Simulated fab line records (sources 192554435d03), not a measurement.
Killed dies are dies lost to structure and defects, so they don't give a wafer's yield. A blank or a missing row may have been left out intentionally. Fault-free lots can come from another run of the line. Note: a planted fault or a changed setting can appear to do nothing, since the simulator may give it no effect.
Matching of chambers / flow n5 finfet / N5_BEOL_M11_ALD_74 on ald metal-04 has 4 sister chambers
The step deposits TaN, target thk 2 nm, pulse time 2 s, purge time 3 s. 4 wafers are shown with their chamber, then 10 later ones without.

## WAFERS WITH THEIR CHAMBER
wafer=L080.2; chamber=1; heater power w (W)=426
wafer=L082.4; chamber=2; heater power w (W)=502
wafer=L086.4; chamber=3; heater power w (W)=365
wafer=L086.5; chamber=0; heater power w (W)=433

## WAFERS MISSING THEIR CHAMBER
wafer=L086.6; heater power w (W)=435
wafer=L089.3; heater power w (W)=429
wafer=L089.4; heater power w (W)=360
wafer=L089.5; heater power w (W)=504
wafer=L088.2; heater power w (W)=509
wafer=L088.3; heater power w (W)=369
wafer=L088.5; heater power w (W)=436
wafer=L096.4; heater power w (W)=448
wafer=L096.5; heater power w (W)=420
wafer=L096.6; heater power w (W)=441

## EACH ONE'S CHAMBER
wafer=L086.6; from the rows above=can't be placed: 0 or 1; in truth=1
wafer=L089.3; from the rows above=can't be placed: 1 or 0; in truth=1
wafer=L089.4; from the rows above=3; in truth=3
wafer=L089.5; from the rows above=2; in truth=2
wafer=L088.2; from the rows above=2; in truth=2
wafer=L088.3; from the rows above=3; in truth=3
wafer=L088.5; from the rows above=can't be placed: 0 or 1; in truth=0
wafer=L096.4; from the rows above=can't be placed: 0 or 1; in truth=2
wafer=L096.5; from the rows above=can't be placed: 1 or 0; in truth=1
wafer=L096.6; from the rows above=can't be placed: 0 or 1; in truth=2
Correctly placed: 4 of 10. From these rows, 6 cannot be placed; in 4 the true chamber is one of the candidates. Wrongly placed: 0.
How it was worked out, from the rows above alone: a wafer's distance from a chamber is the root of the sum, over the readings, of the square of ((its reading less the chamber's mean) divided by the reading's scatter). If the next closest chamber is less than 2 further off than the closest, the wafer can't be placed; otherwise it belongs to the closest. The mean given for a chamber averages the wafers shown for that chamber. The scatter: with one shown wafer a chamber, the root of the mean of the squares of how far each hidden wafer lies from its nearest shown one.
